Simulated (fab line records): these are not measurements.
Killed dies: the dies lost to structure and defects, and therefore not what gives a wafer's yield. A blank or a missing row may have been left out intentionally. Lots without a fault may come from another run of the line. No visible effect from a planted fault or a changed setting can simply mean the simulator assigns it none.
fab line records	flow n5-finfet
record: lots: 24	wafers: 72	last-day: 17
route steps=1938 shown BEOL_M4@1087 BEOL_M5@1112
lots with no fault: from the same line, run without faults
start-h: start of the lot's first displayed wafer, in hours after the record's first day	wait-h: hours from the lot's prior step to this one	" identical to the entry in the row above	L1.1+2: one row covering several wafers at once	- no value present, or no start provided	* or withheld: withheld	< > ~ a bound
route shown NAME@n: NAME is a module with steps in the file, n the number in the route of the first one	usual: average and standard deviation across the fault-free wafers	same: alike in all rows	chamber/n: place in a boat	sites: the reading at each site	_std_site: standard deviation of those values	_edge_site: the outer-site mean with the inner-site mean subtracted	radius-mm: for every site, how far away it sits from the centre of the wafer	mask NAME#n: copy n	behind: the most recent tool/chamber to have shaped the wafer	hold: cause of the lot's hold/its duration in hours/its outcome	device: whichever transistor did not switch (one of n, p or np)	end of line: the same wafers' tests at the end of the route	a step with no rows: only its recipe	killed: not the wafer's yield, but the dies lost to structure and defects at the first sort	map: shows each die of a wafer: x if killed, . if not, _ if none is there
set.NAME: the setting that was run; set.NAME@STEP: the one run at that earlier step	model.NAME: the simulator's own value behind a step, which no gauge read
the route's steps for a sample of lots (tables are steps, rows are wafers)
services: from which hour (start-h, from the record's first day; less than 0 if before it) a tool's chamber was out of use, for how many hours, and why
== steps ==
step: N5_BEOL_M4_ANNEAL_80
recipe: temp-c: 400	time-s: 240	ambient: vacuum
usual: heater-power-w: 833/69	susceptor_temp_C_max: 400.9/0.46
lot.wafer	tool	chamber	start-h	wait-h	heater-power-w	susceptor_temp_C_max
L074.1	pvd-sputter-01	-	165.53	0.0	804	401.0
L074.2	"	-	"	"	820	401.3
L074.5	"	-	"	"	785	400.8
L075.1	pvd-sputter-01	-	168.47	0.0	782	401.2
L075.2	"	-	"	"	828	401.0
L075.3	"	-	"	"	879	401.2
L076.1	pvd-sputter-01	-	170.81	0.0	887	401.5
L076.2	"	-	"	"	815	401.1
L076.4	"	-	"	"	872	401.5
L077.2	pvd-sputter-01	-	174.09	0.0	781	400.7
L077.3	"	-	"	"	818	401.7
L077.5	"	-	"	"	789	400.3
L078.2	pvd-sputter-03	-	186.45	0.0	921	400.4
L078.3	"	-	"	"	941	400.4
L078.6	"	-	"	"	952	400.4
L079.1	pvd-sputter-02	-	189.32	0.0	775	400.7
L079.4	"	-	"	"	875	400.3
L079.6	"	-	"	"	767	400.7
L080.4	pvd-sputter-02	-	192.81	0.0	772	400.5
L080.5	"	-	"	"	870	400.4
L080.6	"	-	"	"	765	400.2
L081.3	pvd-sputter-01	-	203.98	0.0	862	401.2
L081.4	"	-	"	"	825	401.2
L081.5	"	-	"	"	872	400.7
L082.1	pvd-sputter-02	-	209.28	0.0	780	400.4
L082.2	"	-	"	"	888	400.7
L082.6	"	-	"	"	859	400.8
L083.2	pvd-sputter-01	-	211.10	0.0	863	401.0
L083.4	"	-	"	"	824	401.3
L083.6	"	-	"	"	823	401.1
L084.1	pvd-sputter-03	-	216.50	0.0	953	400.6
L084.2	"	-	"	"	860	400.8
L084.6	"	-	"	"	941	400.3
L085.1	pvd-sputter-01	-	229.96	0.0	812	401.2
L085.5	"	-	"	"	799	400.9
L085.6	"	-	"	"	774	400.8
L086.1	pvd-sputter-02	-	236.44	0.0	785	400.9
L086.2	"	-	"	"	762	400.3
L086.4	"	-	"	"	770	400.8
L087.1	pvd-sputter-02	-	239.47	0.0	878	400.4
L087.5	"	-	"	"	756	400.6
L087.6	"	-	"	"	881	400.6
L089.1	pvd-sputter-02	-	245.19	0.0	776	400.6
L089.3	"	-	"	"	746	400.4
L089.4	"	-	"	"	886	400.8
L088.1	pvd-sputter-02	-	264.43	0.0	761	400.8
L088.4	"	-	"	"	751	400.8
L088.5	"	-	"	"	752	401.2
L090.3	pvd-sputter-03	-	276.14	0.0	857	401.6
L090.5	"	-	"	"	968	400.3
L090.6	"	-	"	"	777	401.0
L091.1	pvd-sputter-02	-	276.67	0.0	894	400.8
L091.4	"	-	"	"	781	400.9
L091.5	"	-	"	"	778	401.1
L092.2	pvd-sputter-03	-	279.61	0.0	775	400.7
L092.4	"	-	"	"	944	401.0
L092.6	"	-	"	"	874	401.6
L093.1	pvd-sputter-03	-	294.11	0.0	922	400.3
L093.4	"	-	"	"	770	401.0
L093.6	"	-	"	"	762	401.0
L094.1	pvd-sputter-03	-	297.23	0.0	929	401.0
L094.2	"	-	"	"	892	401.7
L094.6	"	-	"	"	922	400.5
L097.1	pvd-sputter-03	-	305.54	0.0	945	400.6
L097.2	"	-	"	"	758	400.9
L097.3	"	-	"	"	882	401.8
L095.3	pvd-sputter-03	-	309.07	0.0	888	401.3
L095.5	"	-	"	"	954	400.2
L095.6	"	-	"	"	779	401.2
L096.1	pvd-sputter-03	-	311.35	0.0	867	401.9
L096.4	"	-	"	"	759	401.0
L096.6	"	-	"	"	871	402.0
step: N5_BEOL_M4_DEP_57
recipe: material: SiCN	target-thk-a: 80	temp-c: withheld	precursor: 3MS/NH3	pressure-torr: 3	rf-w: 202	time-s: 14
usual: chamber-pressure-Torr: 3.001/0.0068	showerhead-plenum-p-Torr: 3.661/0.018	throttle-valve-pct: 9.0/0.33
lot.wafer	tool	chamber	start-h	wait-h	chamber-pressure-Torr	showerhead-plenum-p-Torr	throttle-valve-pct
L074.1	pecvd-03	1	168.12	0.0	3.007	3.653	9.4
L074.2	"	2	"	"	3.003	3.662	8.7
L074.5	"	0	"	"	3.002	3.680	8.9
L075.1	pecvd-04	1	170.93	0.0	3.004	3.662	8.9
L075.2	"	2	"	"	3.007	3.618	8.8
L075.3	"	0	"	"	2.994	3.673	8.6
L076.1	pecvd-04	2	173.33	0.0	2.994	3.629	8.7
L076.2	"	1	"	"	3.003	3.667	8.8
L076.4	"	0	"	"	3.012	3.667	8.8
L077.2	pecvd-04	0	176.53	0.0	3.004	3.675	8.6
L077.3	"	1	"	"	2.994	3.671	9.0
L077.5	"	2	"	"	3.008	3.629	8.5
L078.2	pecvd-04	2	188.89	0.0	3.001	3.623	8.9
L078.3	"	1	"	"	2.998	3.673	8.9
L078.6	"	2	"	"	3.003	3.624	8.8
L079.1	pecvd-04	0	191.76	0.0	2.997	3.672	8.7
L079.4	"	2	"	"	2.999	3.623	8.4
L079.6	"	1	"	"	2.999	3.675	8.5
L080.4	pecvd-03	2	195.27	0.0	3.004	3.662	8.7
L080.5	"	0	"	"	3.007	3.682	8.9
L080.6	"	1	"	"	3.004	3.656	9.0
L081.3	pecvd-03	0	206.45	0.0	2.991	3.689	8.7
L081.4	"	1	"	"	2.987	3.665	9.5
L081.5	"	0	"	"	3.003	3.689	9.0
L082.1	pecvd-03	1	211.92	0.0	2.988	3.653	9.6
L082.2	"	0	"	"	3.000	3.691	8.7
L082.6	"	0	"	"	3.007	3.687	9.2
L083.2	pecvd-01	1	213.66	0.0	3.000	3.651	9.6
L083.4	"	0	"	"	3.006	3.673	9.3
L083.6	"	1	"	"	3.001	3.666	9.3
L084.1	pecvd-04	2	218.96	0.0	2.999	3.632	9.0
L084.2	"	1	"	"	2.999	3.672	8.9
L084.6	"	1	"	"	2.994	3.669	9.0
L085.1	pecvd-04	0	233.02	0.0	3.005	3.668	8.6
L085.5	"	0	"	"	3.008	3.670	8.6
L085.6	"	1	"	"	3.004	3.662	8.7
L086.1	pecvd-04	0	238.89	0.0	2.993	3.673	8.6
L086.2	"	2	"	"	3.005	3.634	8.8
L086.4	"	1	"	"	2.991	3.660	8.8
L087.1	pecvd-04	1	241.91	0.0	2.985	3.667	9.0
L087.5	"	1	"	"	3.002	3.660	8.7
L087.6	"	2	"	"	3.002	3.622	8.7
L089.1	pecvd-01	2	247.75	0.0	3.000	3.672	9.1
L089.3	"	0	"	"	3.009	3.660	9.1
L089.4	"	2	"	"	2.998	3.675	9.0
L088.1	pecvd-04	2	266.87	0.0	2.997	3.627	9.1
L088.4	"	1	"	"	3.003	3.663	8.9
L088.5	"	0	"	"	3.002	3.676	8.8
L090.3	pecvd-03	1	278.63	0.0	3.008	3.651	9.4
L090.5	"	1	"	"	3.003	3.649	9.5
L090.6	"	0	"	"	2.999	3.683	9.0
L091.1	pecvd-01	0	279.12	0.0	2.998	3.669	8.9
L091.4	"	0	"	"	2.990	3.668	9.5
L091.5	"	2	"	"	3.008	3.673	8.9
L092.2	pecvd-03	2	282.06	0.0	3.013	3.658	7.9
L092.4	"	0	"	"	3.004	3.682	9.0
L092.6	"	1	"	"	2.998	3.649	9.4
L093.1	pecvd-01	0	296.70	0.0	3.003	3.666	9.2
L093.4	"	0	"	"	3.004	3.666	9.2
L093.6	"	0	"	"	2.989	3.659	9.1
L094.1	pecvd-01	0	301.99	0.0	2.997	3.662	9.1
L094.2	"	2	"	"	3.011	3.663	9.0
L094.6	"	0	"	"	2.994	3.669	9.1
L097.1	pecvd-04	2	307.99	0.0	2.990	3.636	8.8
L097.2	"	0	"	"	3.001	3.677	8.7
L097.3	"	1	"	"	3.005	3.665	8.9
L095.3	pecvd-01	1	311.53	0.0	3.004	3.662	9.6
L095.5	"	0	"	"	3.002	3.665	9.1
L095.6	"	2	"	"	2.994	3.675	8.9
L096.1	pecvd-01	0	313.84	0.0	3.010	3.669	9.0
L096.4	"	1	"	"	2.995	3.660	9.4
L096.6	"	2	"	"	2.997	3.669	8.9
step: N5_BEOL_M4_RS_MEAS_58
recipe: thk-meas-gauge: four-point-probe	reads: Co_of_BEOL_M4_CO_CAP_55+Cu_of_BEOL_M4_ECD_50+Co_of_BEOL_M4_CVD_47+TaN_of_BEOL_M4_ALD_84
usual: M4_RS: 0.67/0.033
lot.wafer	tool	chamber	start-h	wait-h	M4_RS[ohm/sq]
L074.1	film-metro-02	-	168.18	0.0	0.67
L074.2	"	-	"	"	0.63
L074.5	"	-	"	"	0.68
L075.1	film-metro-02	-	170.99	0.0	0.75
L075.2	"	-	"	"	0.68
L075.3	"	-	"	"	0.67
L076.1	film-metro-02	-	173.40	0.0	0.71
L076.2	"	-	"	"	0.67
L076.4	"	-	"	"	0.68
L077.2	film-metro-02	-	176.60	0.1	0.66
L077.3	"	-	"	"	0.62
L077.5	"	-	"	"	0.64
L078.2	film-metro-01	-	188.96	0.1	0.62
L078.3	"	-	"	"	0.69
L078.6	"	-	"	"	0.66
L079.1	film-metro-01	-	191.83	0.0	0.65
L079.4	"	-	"	"	0.62
L079.6	"	-	"	"	0.62
L080.4	film-metro-01	-	195.32	0.0	0.65
L080.5	"	-	"	"	0.69
L080.6	"	-	"	"	0.65
L081.3	film-metro-02	-	206.51	0.1	0.64
L081.4	"	-	"	"	0.67
L081.5	"	-	"	"	0.61
L082.1	film-metro-01	-	212.01	0.1	0.65
L082.2	"	-	"	"	0.67
L082.6	"	-	"	"	0.68
L083.2	film-metro-01	-	213.73	0.1	0.67
L083.4	"	-	"	"	0.67
L083.6	"	-	"	"	0.67
L084.1	film-metro-02	-	219.03	0.0	0.66
L084.2	"	-	"	"	0.69
L084.6	"	-	"	"	0.65
L085.1	film-metro-02	-	233.09	0.0	0.68
L085.5	"	-	"	"	0.71
L085.6	"	-	"	"	0.74
L086.1	film-metro-01	-	238.95	0.0	0.65
L086.2	"	-	"	"	0.64
L086.4	"	-	"	"	0.67
L087.1	film-metro-01	-	241.98	0.0	0.72
L087.5	"	-	"	"	0.70
L087.6	"	-	"	"	0.66
L089.1	film-metro-01	-	247.81	0.0	0.70
L089.3	"	-	"	"	0.59
L089.4	"	-	"	"	0.67
L088.1	film-metro-02	-	266.94	0.0	0.71
L088.4	"	-	"	"	0.64
L088.5	"	-	"	"	0.67
L090.3	film-metro-01	-	278.70	0.1	0.69
L090.5	"	-	"	"	0.64
L090.6	"	-	"	"	0.62
L091.1	film-metro-02	-	279.18	0.1	0.70
L091.4	"	-	"	"	0.65
L091.5	"	-	"	"	0.72
L092.2	film-metro-02	-	282.13	0.1	0.65
L092.4	"	-	"	"	0.63
L092.6	"	-	"	"	0.73
L093.1	film-metro-01	-	296.79	0.1	0.68
L093.4	"	-	"	"	0.63
L093.6	"	-	"	"	0.68
L094.1	film-metro-02	-	302.05	0.0	0.68
L094.2	"	-	"	"	0.71
L094.6	"	-	"	"	0.65
L097.1	film-metro-01	-	308.06	0.0	0.70
L097.2	"	-	"	"	0.66
L097.3	"	-	"	"	0.66
L095.3	film-metro-02	-	311.60	0.1	0.63
L095.5	"	-	"	"	0.63
L095.6	"	-	"	"	0.72
L096.1	film-metro-02	-	313.91	0.0	0.63
L096.4	"	-	"	"	0.62
L096.6	"	-	"	"	0.66
step: N5_BEOL_M5_ILD_DEP_00
recipe: material: SiCOH_lowk	target-thk-a: 1406.4	temp-c: 300	precursor: DEMS/porogen	pressure-torr: 5	rf-w: 500	time-s: 25.9
usual: chamber-pressure-Torr: 4.999/0.012	heater-power-w: 298/91	showerhead-plenum-p-Torr: 5.737/0.021	throttle-valve-pct: 13.5/0.6
lot.wafer	tool	chamber	start-h	wait-h	chamber-pressure-Torr	heater-power-w	showerhead-plenum-p-Torr	throttle-valve-pct
L074.1	pecvd-04	0	169.20	0.8	5.015	173	5.755	13.4
L074.2	"	2	"	"	4.990	213	5.697	13.4
L074.5	"	0	"	"	5.010	175	5.760	12.9
L075.1	pecvd-02	1	172.01	0.8	5.001	259	5.747	14.5
L075.2	"	0	"	"	5.016	243	5.748	13.8
L075.3	"	2	"	"	4.981	395	5.732	12.1
L076.1	pecvd-04	0	174.41	0.8	5.009	162	5.750	13.1
L076.2	"	2	"	"	4.993	246	5.701	13.4
L076.4	"	1	"	"	4.985	404	5.733	13.4
L077.2	pecvd-03	1	177.62	0.7	5.019	428	5.732	14.3
L077.3	"	0	"	"	5.009	281	5.775	13.7
L077.5	"	1	"	"	5.014	440	5.731	14.5
L078.2	pecvd-03	0	189.97	0.7	4.992	291	5.753	13.4
L078.3	"	2	"	"	4.995	419	5.755	13.0
L078.6	"	0	"	"	4.995	279	5.756	13.6
L079.1	pecvd-02	1	192.85	0.8	4.996	282	5.748	14.1
L079.4	"	1	"	"	4.979	279	5.741	14.3
L079.6	"	0	"	"	4.977	250	5.762	13.9
L080.4	pecvd-03	1	196.35	0.4	5.000	419	5.728	14.5
L080.5	"	0	"	"	4.990	305	5.755	13.5
L080.6	"	2	"	"	4.974	420	5.730	12.8
L081.3	pecvd-03	0	207.56	0.5	4.978	261	5.747	13.6
L081.4	"	1	"	"	5.015	400	5.733	14.4
L081.5	"	0	"	"	4.991	254	5.752	13.5
L082.1	pecvd-04	2	213.02	0.8	5.023	251	5.707	13.6
L082.2	"	0	"	"	5.006	154	5.763	13.1
L082.6	"	2	"	"	5.010	250	5.684	13.5
L083.2	pecvd-04	1	214.75	0.7	5.006	378	5.728	13.5
L083.4	"	2	"	"	5.003	197	5.690	13.2
L083.6	"	0	"	"	4.975	149	5.752	13.1
L084.1	pecvd-03	1	220.05	0.8	5.006	433	5.730	14.5
L084.2	"	0	"	"	5.002	294	5.747	13.6
L084.6	"	1	"	"	4.995	433	5.723	14.5
L085.1	pecvd-02	0	234.11	0.8	4.993	193	5.770	13.6
L085.5	"	2	"	"	5.010	355	5.749	12.2
L085.6	"	1	"	"	5.005	270	5.754	14.2
L086.1	pecvd-04	1	239.97	0.8	4.987	406	5.739	13.4
L086.2	"	2	"	"	5.002	226	5.682	13.5
L086.4	"	1	"	"	4.992	397	5.761	13.6
L087.1	pecvd-04	1	243.00	0.8	4.998	403	5.735	13.7
L087.5	"	2	"	"	4.989	199	5.696	13.6
L087.6	"	1	"	"	5.016	401	5.729	13.4
L089.1	pecvd-02	2	248.83	0.8	5.013	350	5.736	12.5
L089.3	"	0	"	"	5.009	242	5.766	14.1
L089.4	"	0	"	"	5.008	243	5.753	13.7
L088.1	pecvd-04	1	267.95	0.8	4.986	368	5.745	13.7
L088.4	"	1	"	"	4.980	375	5.745	13.3
L088.5	"	0	"	"	4.991	167	5.746	13.0
L090.3	pecvd-02	2	279.71	0.5	5.009	361	5.745	12.1
L090.5	"	1	"	"	5.000	258	5.726	14.3
L090.6	"	0	"	"	4.966	209	5.757	13.7
L091.1	pecvd-04	2	280.20	0.8	4.988	242	5.704	13.0
L091.4	"	1	"	"	4.980	356	5.754	13.5
L091.5	"	2	"	"	5.000	243	5.691	13.4
L092.2	pecvd-04	2	283.15	0.7	4.995	209	5.695	13.6
L092.4	"	2	"	"	5.010	208	5.697	13.6
L092.6	"	1	"	"	4.999	340	5.749	13.4
L093.1	pecvd-03	2	297.80	0.8	5.028	302	5.730	12.2
L093.4	"	0	"	"	4.993	294	5.765	13.6
L093.6	"	1	"	"	5.000	419	5.717	14.2
L094.1	pecvd-02	2	303.07	0.8	5.003	385	5.739	12.4
L094.2	"	1	"	"	5.000	272	5.732	14.3
L094.6	"	0	"	"	4.993	238	5.743	14.0
L097.1	pecvd-04	0	309.10	0.8	5.010	152	5.747	13.5
L097.2	"	1	"	"	5.011	394	5.728	13.4
L097.3	"	1	"	"	4.984	392	5.749	13.1
L095.3	pecvd-04	0	312.61	0.5	4.994	185	5.738	13.4
L095.5	"	2	"	"	4.993	210	5.689	13.4
L095.6	"	0	"	"	5.003	179	5.776	13.2
L096.1	pecvd-03	2	314.93	0.8	5.017	355	5.740	12.2
L096.4	"	1	"	"	4.989	449	5.704	14.0
L096.6	"	0	"	"	4.983	276	5.755	13.6
step: N5_BEOL_M5_PECVD_70
recipe: material: SiO2	target-thk-a: 160	temp-c: 400	precursor: TEOS/O2	pressure-torr: 5.5	rf-w: 450	teos-flow-sccm: 53.8	gas: O2	flow-sccm: 3000	time-s: 18
usual: chamber-pressure-Torr: 5.500/0.012	heater-power-w: 693/150	showerhead-plenum-p-Torr: 8.78/0.083	throttle-valve-pct: 21.8/1.1
lot.wafer	tool	chamber	start-h	wait-h	chamber-pressure-Torr	heater-power-w	showerhead-plenum-p-Torr	throttle-valve-pct
L074.1	pecvd-04	0	169.81	0.0	5.503	507	8.85	21.4
L074.2	"	2	"	"	5.509	491	8.58	21.8
L074.5	"	1	"	"	5.490	733	8.82	22.2
L075.1	pecvd-04	1	172.62	0.0	5.508	855	8.81	22.1
L075.2	"	2	"	"	5.501	619	8.59	21.6
L075.3	"	0	"	"	5.502	488	8.84	21.0
L076.1	pecvd-03	2	175.02	0.0	5.504	942	8.77	21.2
L076.2	"	1	"	"	5.517	902	8.75	23.1
L076.4	"	1	"	"	5.525	893	8.72	23.6
L077.2	pecvd-04	1	178.24	0.0	5.502	859	8.79	21.9
L077.3	"	2	"	"	5.502	534	8.59	21.4
L077.5	"	0	"	"	5.494	426	8.83	21.0
L078.2	pecvd-02	2	190.58	0.0	5.511	880	8.77	19.9
L078.3	"	1	"	"	5.520	709	8.79	22.9
L078.6	"	0	"	"	5.518	522	8.86	22.2
L079.1	pecvd-03	2	193.46	0.0	5.506	909	8.79	21.1
L079.4	"	2	"	"	5.500	889	8.78	21.1
L079.6	"	1	"	"	5.508	878	8.72	23.3
L080.4	pecvd-02	0	196.96	0.1	5.525	566	8.87	22.3
L080.5	"	2	"	"	5.477	799	8.77	19.8
L080.6	"	1	"	"	5.497	682	8.80	23.0
L081.3	pecvd-03	1	208.18	0.1	5.498	836	8.73	23.3
L081.4	"	0	"	"	5.487	692	8.86	21.9
L081.5	"	0	"	"	5.495	708	8.89	22.1
L082.1	pecvd-02	0	213.63	0.0	5.503	524	8.86	22.2
L082.2	"	1	"	"	5.496	688	8.80	23.0
L082.6	"	1	"	"	5.484	693	8.79	23.1
L083.2	pecvd-02	1	215.48	0.0	5.500	584	8.78	23.2
L083.4	"	0	"	"	5.509	625	8.87	22.4
L083.6	"	2	"	"	5.482	870	8.77	19.6
L084.1	pecvd-04	1	220.69	0.0	5.499	873	8.80	21.9
L084.2	"	2	"	"	5.512	567	8.60	21.5
L084.6	"	1	"	"	5.507	872	8.79	21.9
L085.1	pecvd-02	1	234.72	0.0	5.509	701	8.81	23.5
L085.5	"	2	"	"	5.510	857	8.78	19.6
L085.6	"	1	"	"	5.494	669	8.80	23.0
L086.1	pecvd-02	2	240.58	0.0	5.508	821	8.81	19.9
L086.2	"	0	"	"	5.506	586	8.85	22.5
L086.4	"	1	"	"	5.487	692	8.81	23.1
L087.1	pecvd-04	1	243.61	0.0	5.505	806	8.79	21.9
L087.5	"	1	"	"	5.476	819	8.79	21.9
L087.6	"	2	"	"	5.486	557	8.57	21.5
L089.1	pecvd-02	0	249.44	0.0	5.492	536	8.86	22.3
L089.3	"	2	"	"	5.511	917	8.77	19.8
L089.4	"	2	"	"	5.483	902	8.78	20.3
L088.1	pecvd-04	0	268.56	0.0	5.510	517	8.84	21.6
L088.4	"	0	"	"	5.484	423	8.82	21.2
L088.5	"	1	"	"	5.512	801	8.78	22.0
L090.3	pecvd-03	0	280.34	0.1	5.505	589	8.89	22.1
L090.5	"	1	"	"	5.508	785	8.73	23.5
L090.6	"	0	"	"	5.511	607	8.88	22.1
L091.1	pecvd-02	0	280.81	0.0	5.504	497	8.86	22.3
L091.4	"	0	"	"	5.529	497	8.89	22.3
L091.5	"	2	"	"	5.502	785	8.78	20.1
L092.2	pecvd-03	2	283.77	0.0	5.515	828	8.75	19.5
L092.4	"	0	"	"	5.500	654	8.87	22.0
L092.6	"	1	"	"	5.512	873	8.74	23.4
L093.1	pecvd-03	1	298.41	0.0	5.519	959	8.74	23.5
L093.4	"	1	"	"	5.499	936	8.73	23.6
L093.6	"	2	"	"	5.492	790	8.76	20.0
L094.1	pecvd-04	0	303.71	0.0	5.506	458	8.83	21.7
L094.2	"	1	"	"	5.488	833	8.79	21.7
L094.6	"	0	"	"	5.501	455	8.83	21.4
L097.1	pecvd-02	1	310.21	0.0	5.497	585	8.81	23.0
L097.2	"	0	"	"	5.508	589	8.90	22.3
L097.3	"	2	"	"	5.472	859	8.79	19.9
L095.3	pecvd-03	0	313.22	0.0	5.523	707	8.88	22.2
L095.5	"	2	"	"	5.496	858	8.76	19.7
L095.6	"	1	"	"	5.491	940	8.73	23.3
L096.1	pecvd-04	1	315.54	0.0	5.512	777	8.80	21.7
L096.4	"	2	"	"	5.500	532	8.58	21.8
L096.6	"	1	"	"	5.514	775	8.79	22.0
step: N5_BEOL_M5_DESCUM_16
recipe: chemistry: O2	time-s: 7	source-power-w: 50	bias-power-w: 20	pressure-mtorr: 20	rf-frequency-hz: 2.712e+07	temp-c: 40	resist: CAR-EUV	o2-flow-sccm: 225
usual: drypump-motor-current-A: 5.54/0.25	oes-product-au: 0.79/0.093	rf-vpp-V: 243.2/1.3	showerhead-plenum-p-Torr: 2.10/0.07	throttle-valve-pct: 20.39/0.24
lot.wafer	tool	chamber	start-h	wait-h	drypump-motor-current-A	oes-product-au	rf-hours-counter-h	rf-vpp-V	showerhead-plenum-p-Torr	throttle-valve-pct
L074.1	rie-diel-06	3	171.48	0.0	5.89	0.86	65	245.5	2.22	20.11
L074.2	"	2	"	"	5.40	0.74	177	244.9	2.18	20.24
L074.5	"	3	"	"	5.89	0.86	-	245.0	2.22	20.11
L075.1	rie-diel-06	0	173.70	0.0	5.81	0.70	226	243.7	2.05	20.57
L075.2	"	3	"	"	5.89	0.87	66	243.2	2.22	20.11
L075.3	"	1	"	"	5.30	0.69	213	243.3	2.07	20.58
L076.1	rie-diel-06	1	176.44	0.0	5.33	0.69	213	243.6	2.07	20.58
L076.2	"	0	"	"	5.79	0.70	226	243.5	2.05	20.55
L076.4	"	2	"	"	5.42	0.74	178	243.7	2.18	20.24
L077.2	rie-diel-06	3	180.03	0.4	5.87	0.85	68	245.8	2.22	20.12
L077.3	"	2	"	"	5.41	0.73	179	244.3	2.17	20.27
L077.5	"	2	"	"	5.42	0.73	-	244.3	2.18	20.24
L078.2	rie-diel-06	1	191.92	0.0	5.29	0.68	219	243.2	2.07	20.59
L078.3	"	2	"	"	5.43	0.72	182	245.2	2.17	20.25
L078.6	"	0	"	"	5.76	0.69	-	243.9	2.05	20.56
L079.1	rie-diel-06	2	195.78	0.5	5.42	0.73	184	244.0	2.17	20.25
L079.4	"	0	"	"	5.78	0.69	233	243.8	2.05	20.57
L079.6	"	1	"	"	5.29	0.67	-	242.4	2.07	20.61
L080.4	rie-diel-06	0	198.34	0.0	5.77	0.69	234	242.9	2.05	20.57
L080.5	"	1	"	"	5.31	0.67	-	242.2	2.07	20.59
L080.6	"	2	"	"	5.42	0.73	-	244.8	2.17	20.23
L081.3	rie-diel-06	0	208.81	0.0	5.78	0.69	237	243.5	2.05	20.58
L081.4	"	1	"	"	5.33	0.67	224	242.9	2.07	20.61
L081.5	"	0	"	"	5.80	0.68	-	242.0	2.05	20.57
L082.1	rie-diel-02	2	214.23	0.0	5.84	0.83	88	244.4	2.12	20.03
L082.2	"	3	"	"	5.34	0.75	166	240.8	2.00	20.50
L082.6	"	0	"	"	5.11	0.67	-	242.9	2.16	20.65
L083.2	rie-diel-02	0	217.67	0.1	5.10	0.68	246	242.9	2.16	20.64
L083.4	"	2	"	"	5.81	0.83	89	244.1	2.12	20.01
L083.6	"	2	"	"	5.81	0.83	-	243.1	2.12	20.02
L084.1	rie-diel-01	2	221.34	0.0	5.75	0.67	246	244.9	2.15	20.89
L084.2	"	0	"	"	5.41	0.75	166	241.7	2.01	20.61
L084.6	"	1	"	"	5.48	0.97	-	243.1	2.15	20.02
L085.1	rie-diel-02	1	235.81	0.0	5.65	0.81	79	240.9	2.03	20.45
L085.5	"	3	"	"	5.33	0.73	-	242.2	2.00	20.50
L085.6	"	2	"	"	5.85	0.82	-	242.7	2.12	20.03
L086.1	rie-diel-01	2	242.29	0.0	5.73	0.67	250	243.6	2.14	20.89
L086.2	"	0	"	"	5.43	0.75	171	241.3	2.01	20.61
L086.4	"	1	"	"	5.49	0.96	19	244.8	2.15	20.01
L087.1	rie-diel-02	2	247.22	0.0	5.84	0.82	97	243.0	2.12	20.05
L087.5	"	2	"	"	5.85	0.82	-	243.8	2.12	20.03
L087.6	"	3	"	"	5.34	0.74	-	240.5	2.00	20.50
L089.1	rie-diel-02	3	252.62	0.0	5.33	0.74	177	241.5	2.00	20.50
L089.3	"	2	"	"	5.83	0.82	99	242.6	2.12	20.04
L089.4	"	1	"	"	5.64	0.81	82	241.0	2.03	20.46
L088.1	rie-diel-01	2	271.97	0.0	5.77	0.99	4	242.6	2.14	20.53
L088.4	"	1	"	"	5.48	0.94	28	242.8	2.15	20.04
L088.5	"	1	"	"	5.46	0.92	-	243.8	2.15	20.02
L090.3	rie-diel-02	1	282.80	0.1	5.63	0.80	92	242.8	2.02	20.49
L090.5	"	2	"	"	5.87	0.81	-	243.4	2.11	20.05
L090.6	"	1	"	"	5.66	0.80	-	243.6	2.02	20.47
L091.1	rie-diel-01	2	283.03	0.2	5.79	0.97	7	244.5	2.14	20.54
L091.4	"	1	"	"	5.49	0.93	31	244.4	2.15	20.04
L091.5	"	3	"	"	5.13	0.81	-	242.7	2.12	20.72
L092.2	rie-diel-06	3	284.34	0.0	5.91	0.82	99	244.8	2.21	20.15
L092.4	"	2	"	"	5.44	0.71	-	245.4	2.16	20.31
L092.6	"	0	"	"	5.81	1.00	-	242.4	2.05	20.24
L093.1	rie-diel-01	0	300.16	0.5	5.44	0.72	188	242.7	2.00	20.62
L093.4	"	3	"	"	5.17	0.82	91	243.9	2.12	20.72
L093.6	"	3	"	"	5.15	0.81	-	243.2	2.12	20.74
L094.1	rie-diel-06	1	304.78	0.0	5.28	0.66	240	242.3	2.06	20.63
L094.2	"	0	"	"	5.80	0.96	7	241.3	2.04	20.23
L094.6	"	1	"	"	5.30	0.67	-	243.0	2.06	20.63
L097.1	rie-diel-02	2	313.26	0.0	5.84	0.80	119	243.7	2.11	20.08
L097.2	"	0	"	"	5.10	0.90	22	243.4	2.15	20.26
L097.3	"	3	"	"	5.33	0.72	197	242.0	1.99	20.52
L095.3	rie-diel-06	2	314.14	0.0	5.44	0.70	221	244.9	2.16	20.32
L095.5	"	1	"	"	5.29	0.67	-	243.2	2.06	20.63
L095.6	"	0	"	"	5.78	0.94	-	241.0	2.04	20.25
L096.1	rie-diel-02	3	316.91	0.0	5.35	0.72	197	241.6	1.99	20.51
L096.4	"	1	"	"	5.64	0.78	104	242.2	2.02	20.49
L096.6	"	0	"	"	5.13	0.90	-	243.8	2.15	20.26
== services ==
tool	chamber	start-h	hours	kind
rie-diel-02	3	142.67	1.8	repair
rie-diel-01	2	164.28	2.8	repair
pecvd-03	0	179.45	4.6	repair
pecvd-03	2	202.38	-	clean
pecvd-03	2	202.38	-	consumable-replace:showerhead
pecvd-03	2	202.38	29.0	scheduled-down
pecvd-03	2	202.38	29.0	vent-cycle
pecvd-04	-	217.39	1.0	repair
pecvd-02	0	227.39	2.1	scheduled-down
pvd-sputter-03	-	235.09	39.9	repair
rie-diel-01	2	235.33	5.0	repair
rie-diel-02	1	243.32	8.0	repair
pecvd-01	-	245.54	0.4	repair
pecvd-02	2	257.54	8.1	repair
pecvd-02	-	258.78	6.9	repair
rie-diel-06	0	260.74	-	clean
rie-diel-06	0	260.74	-	consumable-replace:focus-ring
rie-diel-06	0	260.74	22.9	scheduled-down
pecvd-02	-	276.17	1.1	repair
pecvd-03	2	276.37	5.0	scheduled-down
pecvd-04	1	293.87	2.1	scheduled-down
pecvd-03	-	307.04	2.8	pm
pecvd-02	-	308.00	1.4	repair
rie-diel-01	1	313.05	21.1	repair
== key ==
fault none
